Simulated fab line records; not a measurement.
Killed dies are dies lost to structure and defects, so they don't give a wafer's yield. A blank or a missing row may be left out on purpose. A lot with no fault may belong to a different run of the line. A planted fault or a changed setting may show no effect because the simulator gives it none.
fab line records | flow n5-finfet
[record] lots = 12 wafers = 36 last-day = 17
route steps=1938 shown BEOL_M0@722 MIM_TOP_LITHO@1850 MIM_BOT_LITHO@1862 PASSIVATION@1936
lots that met no fault: taken from a fault-free run of the same line
start-h: hours from the record's first day to the start of the lot's first wafer shown | wait-h: hours from the lot's prior step to this one | " identical to the entry in the row above | L1.1+2: several wafers, shown together as one row | - value missing, or start not given | * or withheld: withheld | < > ~ a bound
route shown NAME@n: a module of which the file shows steps, and the number in the route of the first | usual: mean and standard deviation over wafers with no fault | same: alike in all rows | chamber/n: place in a boat | sites: readings site by site | _std_site: the standard deviation of these | _edge_site: outer sites' mean less inner sites' | radius-mm: how far each site lies from the wafer's centre | mask NAME#n: copy n | behind: the tool/chamber that last shaped the wafer | hold: why the lot was held/for how many hours/how that ended | device: the n, p or np transistor that did not switch | end of line: at the end of the route, the tests of the same wafers | where a step has no rows: the recipe by itself | killed: dies lost to structure and defects at the first sort, not the wafer's yield | map: a wafer's dies, marking killed ones x, the rest . and places with no die _
set.NAME: the setting the step ran with; set.NAME@STEP: the setting that earlier step ran with | model.NAME: the simulator's own value behind a step, which no gauge read
steps of the route over a sample of lots; a table a step, a row a wafer
services: when a tool's chamber went out of use (start-h, in hours from the record's first day, below 0 if earlier), for how many hours, and the reason
[[steps]]
[step N5_BEOL_M0_STRIP_142]
[recipe] chemistry = N2/H2 time-s = 10 power-w = 450 temp-c = 40 pressure-mtorr = 20 rf-frequency-hz = 6e+07 bias-power-w = 7 n2-flow-sccm = 200 h2-flow-sccm = 200
[usual] drypump-motor-current-A = 5.8/0.44 oes-product-au = 0.80/0.073 rf-vpp-V = 59.3/0.87 showerhead-plenum-p-Torr = 2.55/0.077 throttle-valve-pct = 23.7/0.38
// columns lot.wafer tool chamber start-h wait-h drypump-motor-current-A oes-product-au rf-hours-counter-h rf-vpp-V showerhead-plenum-p-Torr throttle-valve-pct
L422.3 rie-diel-06 2 129.15 0.0 6.9 0.76 158 60.3 2.53 23.7
L422.5 " 2 " " 6.9 0.76 - 58.6 2.53 23.7
L422.6 " 3 " " 5.4 0.86 - 59.7 2.57 23.5
L423.1 rie-diel-01 2 130.61 0.0 5.9 0.75 168 59.9 2.65 24.1
L423.3 " 0 " " 5.5 0.94 14 60.6 2.50 24.2
L423.5 " 2 " " 5.9 0.74 - 59.3 2.65 24.1
L424.1 rie-diel-03 3 149.24 0.0 5.1 0.71 210 58.7 2.41 23.7
L424.5 " 1 " " 5.8 0.91 - 59.5 2.69 23.1
L424.6 " 2 " " 5.6 0.81 - 60.6 2.67 23.6
L426.2 rie-diel-06 2 151.52 0.0 6.9 0.76 168 58.9 2.52 23.7
L426.4 " 1 " " 5.8 0.83 74 58.0 2.46 24.1
L426.6 " 1 " " 5.8 0.84 - 60.9 2.46 24.0
L428.1 rie-diel-01 0 161.21 0.0 5.5 0.90 27 61.2 2.49 24.3
L428.2 " 2 " " 5.9 0.74 182 58.0 2.64 24.1
L428.5 " 3 " " 6.1 0.98 - 59.3 2.49 23.1
L429.2 rie-diel-03 2 166.56 0.0 5.7 0.80 102 60.5 2.67 23.6
L429.4 " 3 " " 5.1 0.71 215 57.3 2.40 23.7
L429.5 " 0 " " 6.0 0.72 - 59.8 2.61 24.0
L430.1 rie-diel-01 3 170.45 0.0 6.1 0.94 4 59.6 2.49 23.1
L430.2 " 1 " " 5.5 0.81 106 59.5 2.56 23.2
L430.5 " 1 " " 5.5 0.82 - 58.2 2.56 23.2
L431.1 rie-diel-01 2 180.10 0.0 5.9 0.73 189 59.2 2.64 24.1
L431.4 " 1 " " 5.5 0.81 109 59.3 2.56 23.2
L431.5 " 0 " " 5.5 0.88 - 58.0 2.49 24.3
L432.2 rie-diel-01 0 186.94 0.0 5.5 0.89 36 59.3 2.49 24.3
L432.5 " 3 " " 6.1 0.93 - 58.7 2.49 23.1
L432.6 " 0 " " 5.5 0.89 - 58.6 2.49 24.3
L435.1 rie-diel-06 2 200.28 0.0 6.9 0.74 184 59.0 2.51 23.8
L435.2 " 1 " " 5.8 0.82 89 58.8 2.45 24.1
L435.3 " 3 " " 5.4 0.83 93 58.8 2.56 23.5
L441.1 rie-diel-01 0 243.93 0.0 5.5 0.85 56 60.3 2.48 24.3
L441.5 " 1 " " 5.5 0.80 - 59.7 2.55 23.2
L441.6 " 0 " " 5.5 0.85 - 58.9 2.48 24.3
L443.1 rie-diel-01 1 250.55 0.0 5.5 0.79 132 59.6 2.55 23.3
L443.3 " 0 " " 5.4 0.85 59 58.8 2.48 24.3
L443.5 " 1 " " 5.5 0.79 - 60.7 2.55 23.3
[step N5_MIM_TOP_LITHO_DESCUM_10]
[recipe] chemistry = O2 time-s = 7.9 source-power-w = 50 bias-power-w = 20 pressure-mtorr = 20 rf-frequency-hz = 2.712e+07 temp-c = 40 o2-flow-sccm = 225
[usual] drypump-motor-current-A = 5.8/0.39 oes-product-au = 0.79/0.078 rf-vpp-V = 243.1/1.4 showerhead-plenum-p-Torr = 2.09/0.069 throttle-valve-pct = 20.50/0.28
// columns lot.wafer tool chamber start-h wait-h drypump-motor-current-A oes-product-au rf-hours-counter-h rf-vpp-V showerhead-plenum-p-Torr throttle-valve-pct
L423.1 rie-diel-01 3 281.89 0.0 6.1 0.86 40 243.4 2.03 19.97
L423.3 " 2 " " 5.8 0.71 222 245.0 2.16 20.70
L423.5 " 2 " " 5.9 0.71 - 243.8 2.16 20.72
L422.3 rie-diel-03 2 296.91 0.0 5.7 0.76 148 243.3 2.19 20.65
L422.5 " 2 " " 5.6 0.76 - 245.8 2.19 20.67
L422.6 " 1 " " 5.8 0.83 - 244.5 2.21 20.18
L424.1 rie-diel-06 3 300.87 0.0 5.4 0.79 130 242.3 2.10 20.33
L424.5 " 3 " " 5.4 0.79 - 243.8 2.10 20.32
L424.6 " 0 " " 5.7 0.72 - 242.2 2.09 20.60
L430.1 rie-diel-03 1 318.18 0.0 5.8 0.82 83 244.6 2.21 20.19
L430.2 " 0 " " 6.0 0.95 14 242.8 2.15 20.51
L430.5 " 2 " " 5.6 0.75 - 245.1 2.19 20.68
L426.2 rie-diel-01 1 331.59 0.0 5.5 0.77 160 243.2 2.10 20.16
L426.4 " 0 " " 5.5 0.81 85 241.3 2.02 20.75
L426.6 " 3 " " 6.1 0.84 - 241.6 2.03 19.98
L428.1 rie-diel-03 0 336.04 0.0 6.0 0.93 21 243.8 2.15 20.52
L428.2 " 3 " " 5.1 0.95 14 244.9 2.23 20.30
L428.5 " 3 " " 5.1 0.95 - 246.9 2.23 20.29
L431.1 rie-diel-03 1 344.77 0.2 5.8 0.81 93 244.5 2.20 20.21
L431.4 " 3 " " 5.1 0.95 17 245.0 2.23 20.30
L431.5 " 2 " " 5.6 0.75 - 243.2 2.18 20.68
L429.2 rie-diel-06 3 346.18 0.0 5.4 0.77 146 241.5 2.10 20.34
L429.4 " 2 " " 6.9 0.70 239 242.4 2.06 20.95
L429.5 " 1 " " 5.8 0.77 - 243.1 2.01 20.77
L432.2 rie-diel-06 0 356.65 0.0 5.8 0.71 202 245.2 2.08 20.65
L432.5 " 0 " " 5.8 0.72 - 243.3 2.08 20.63
L432.6 " 1 " " 5.8 0.78 - 240.9 2.00 20.75
L435.1 rie-diel-06 2 364.92 0.0 6.9 0.69 246 243.0 2.06 20.95
L435.2 " 1 " " 5.7 0.75 143 242.6 2.00 20.78
L435.3 " 0 " " 5.8 0.71 204 244.0 2.08 20.65
L443.1 rie-diel-01 0 396.57 0.0 5.5 0.78 113 242.9 2.01 20.79
L443.3 " 2 " " 5.9 0.95 9 244.1 2.15 20.34
L443.5 " 3 " " 6.1 0.80 - 242.7 2.02 20.04
L441.1 rie-diel-03 0 401.12 0.0 6.0 0.90 43 242.4 2.14 20.54
L441.5 " 0 " " 6.0 0.89 - 242.9 2.14 20.56
L441.6 " 3 " " 5.1 0.90 - 244.5 2.22 20.34
[step N5_MIM_BOT_LITHO_CD_MEAS_08]
[recipe] target-cd-nm = 3000 landing-energy-ev = 500 detector = se-inlens polarity = opening
[usual] cd-nm = 3000.3/1.7
// columns lot.wafer tool chamber start-h wait-h cd-nm
L423.1 cd-sem-02 0 282.69 - 3001.2
L423.3 " 0 " " 2999.5
L423.5 " 0 " " 3000.3
L422.3 cd-sem-02 0 298.93 - 3001.3
L422.5 " 0 " " 3001.3
L422.6 " 0 " " 3001.1
L424.1 cd-sem-02 0 301.64 - 2999.9
L424.5 " 0 " " 2997.9
L424.6 " 0 " " 2999.8
L430.1 cd-sem-02 0 319.06 - 2998.0
L430.2 " 0 " " 2996.6
L430.5 " 0 " " 2998.0
L426.2 cd-sem-01 0 332.37 - 2997.9
L426.4 " 0 " " 2998.9
L426.6 " 0 " " 2999.3
L428.1 cd-sem-01 0 336.93 - 3003.0
L428.2 " 0 " " 3003.4
L428.5 " 0 " " 3000.9
L431.1 cd-sem-02 0 345.62 - 2997.8
L431.4 " 0 " " 2999.2
L431.5 " 0 " " 3001.2
L429.2 cd-sem-03 0 346.85 - 2998.0
L429.4 " 0 " " 2997.5
L429.5 " 0 " " 2996.0
L432.2 cd-sem-03 0 357.54 - 2998.4
L432.5 " 0 " " 2997.7
L432.6 " 0 " " 2998.5
L435.1 cd-sem-01 0 365.81 - 3001.4
L435.2 " 0 " " 3000.4
L435.3 " 0 " " 3000.0
L443.1 cd-sem-02 0 397.22 - 3000.6
L443.3 " 0 " " 3001.0
L443.5 " 0 " " 2997.8
L441.1 cd-sem-01 0 401.83 - 3001.8
L441.5 " 0 " " 2999.5
L441.6 " 0 " " 3002.4
[step N5_PASSIVATION_PROBE_49]
[usual] defect-limited-yield = 91.1/1.4 killed_at_M0_to_M3 = 33/10 killed_at_M4_up = 15/5.8 killed-at-contacts = 13/5.9 killed-at-front-end = 39/11 killed-at-other = 4/3.6 killed-dies = 105/16 killed-open = 68/11 killed-short = 34/7.8 sort_bin_5_function = 5.2/0.88 sort_bin_6_memory = 3.3/0.61 sort-n-pass = 1075/16 sort-yield-pct = 91.1/1.4
[same] gross-dies = 1180 killed-at-back-side = 0 sort_bin_4_leakage[%] = 0 sort_bin_8_speed[%] = 0
// columns lot.wafer tool chamber start-h wait-h defect-limited-yield[%] killed_at_M0_to_M3 killed_at_M4_up killed-at-contacts killed-at-front-end killed-at-other killed-dies killed-open killed-short sort_bin_5_function[%] sort_bin_6_memory[%] sort-n-pass sort-yield-pct[%]
L443.1 prober-01 - 408.41 0.0 94.3 28 3 5 26 5 67 38 28 3.7 1.7 1113 94.3
L443.3 prober-01 - 408.51 0.1 82.7 151 9 8 35 1 204 65 26 10.9 4.2 976 82.7
L443.5 prober-01 - 408.61 0.2 92.6 41 8 3 34 1 87 57 24 4.5 2.8 1093 92.6
L441.1 prober-02 - 410.22 0.0 82.5 149 9 15 28 5 206 67 28 11.4 4.2 974 82.5
L441.5 prober-02 - 410.42 0.2 92.1 33 16 14 27 3 93 66 26 3.8 3.6 1087 92.1
L441.6 prober-02 - 410.47 0.3 82.6 152 18 17 17 1 205 60 27 10.4 4.5 975 82.6
// killed by level:class
L443.1 BEOL_M2:geometric-particle:open=7 BEOL_M3:geometric-particle:open=6 FIN_SAQP:geometric-particle:open=5 STI_FIN_REVEAL:geometric-particle:open=5 STI_FIN_REVEAL:geometric-particle:short=4 BEOL_M0_SAQP:geometric-particle:open=4 BEOL_M1:geometric-particle:short=4 MOL_CONTACT_COAG:geometric-particle:open=3
L443.3 BEOL_M0:unspecified=113 BEOL_M0_SAQP:geometric-particle:open=12 STI_FIN_REVEAL:geometric-particle:open=9 BEOL_M0_SAQP:geometric-particle:short=8 BEOL_M3:geometric-particle:open=8 MOL_CONTACT_COAG:geometric-particle:open=6 BEOL_M2:geometric-particle:open=5 ILD0:geometric-particle:open=5
L443.5 BEOL_M0_SAQP:geometric-particle:open=11 FIN_SAQP:geometric-particle:open=10 BEOL_M2:geometric-particle:open=8 BEOL_M0_SAQP:geometric-particle:short=5 BEOL_M2:geometric-particle:short=5 GATE_CUT:geometric-particle:open=4 BEOL_M1:geometric-particle:open=4 PMOS_HMC_CHANNEL_EPI:coat-microbubble-printed=4
L441.1 BEOL_M0:unspecified=111 BEOL_M0_SAQP:geometric-particle:open=11 MOL_CONTACT_COAG:geometric-particle:open=10 BEOL_M3:geometric-particle:open=9 DUMMY_GATE:geometric-particle:open=8 BEOL_M0_SAQP:geometric-particle:short=8 BEOL_M4:geometric-particle:open=6 MOL_CONTACT_COAG:geometric-particle:short=5
L441.5 BEOL_M0_SAQP:geometric-particle:open=13 MOL_CONTACT_COAG:geometric-particle:open=9 BEOL_M1:geometric-particle:open=8 DUMMY_GATE:geometric-particle:open=6 GATE_CUT:geometric-particle:short=5 MOL_CONTACT_COAG:geometric-particle:short=5 BEOL_M4:geometric-particle:open=4 STI_FIN_REVEAL:geometric-particle:open=3
L441.6 BEOL_M0:unspecified=115 MOL_CONTACT_COAG:geometric-particle:open=16 BEOL_M0_SAQP:geometric-particle:open=13 BEOL_M0_SAQP:geometric-particle:short=13 BEOL_M4:geometric-particle:short=6 BEOL_M4:geometric-particle:open=5 BEOL_M1:geometric-particle:open=5 GATE_CUT:geometric-particle:open=3
[[services]]
// columns tool chamber start-h hours kind
rie-diel-01 3 137.44 - clean
rie-diel-01 3 137.44 - consumable-replace:focus-ring
rie-diel-01 3 137.44 23.2 scheduled-down
rie-diel-01 3 137.44 23.2 vent-cycle
rie-diel-06 - 174.50 0.2 repair
rie-diel-03 1 191.39 1.3 repair
rie-diel-01 1 247.05 2.6 repair
rie-diel-03 3 247.54 9.3 repair
rie-diel-03 0 259.40 - clean
rie-diel-03 0 259.40 - consumable-replace:focus-ring
rie-diel-03 0 259.40 20.5 scheduled-down
rie-diel-03 0 259.40 20.5 vent-cycle
rie-diel-03 - 267.25 1.6 repair
rie-diel-03 3 279.88 - clean
rie-diel-03 3 279.88 - consumable-replace:focus-ring
rie-diel-03 3 279.88 - consumable-replace:showerhead
rie-diel-03 2 330.71 4.4 repair
rie-diel-01 2 357.51 - clean
rie-diel-01 2 357.51 - consumable-replace:focus-ring
rie-diel-01 2 357.51 16.1 scheduled-down
rie-diel-01 2 357.51 16.1 vent-cycle
rie-diel-06 - 370.27 2.8 pm
rie-diel-06 1 389.46 5.7 repair
rie-diel-03 3 390.81 4.9 repair
[[key]]
[first-sign] step = N5_PASSIVATION_PROBE_49 reading = killed_at_M0_to_M3 direction = up sigmas = 12 usual = 33 struck = 151
[effect] step = N5_PASSIVATION_PROBE_49 reading = killed-dies direction = up sigmas = 6.3 usual = 105 struck = 205
[more-kills-born-at] N5_BEOL_M0_STRIP_142@rie-diel-01 = 339
met-at N5_BEOL_M0_STRIP_142
struck-lots L441,L443
struck-wafers L441.1,L441.6,L443.3
not-acting-at N5_MIM_TOP_LITHO_DESCUM_10,N5_MIM_BOT_LITHO_CD_MEAS_08
onset-between 186.94 243.93
[fault] kind = chamber-particle-source tool = rie-diel-01 chamber = 0 onset-h = 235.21 steps = N5_BEOL_M0_STRIP_142 rate-per-visit-cm2 = 0.72404 end-h = 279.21
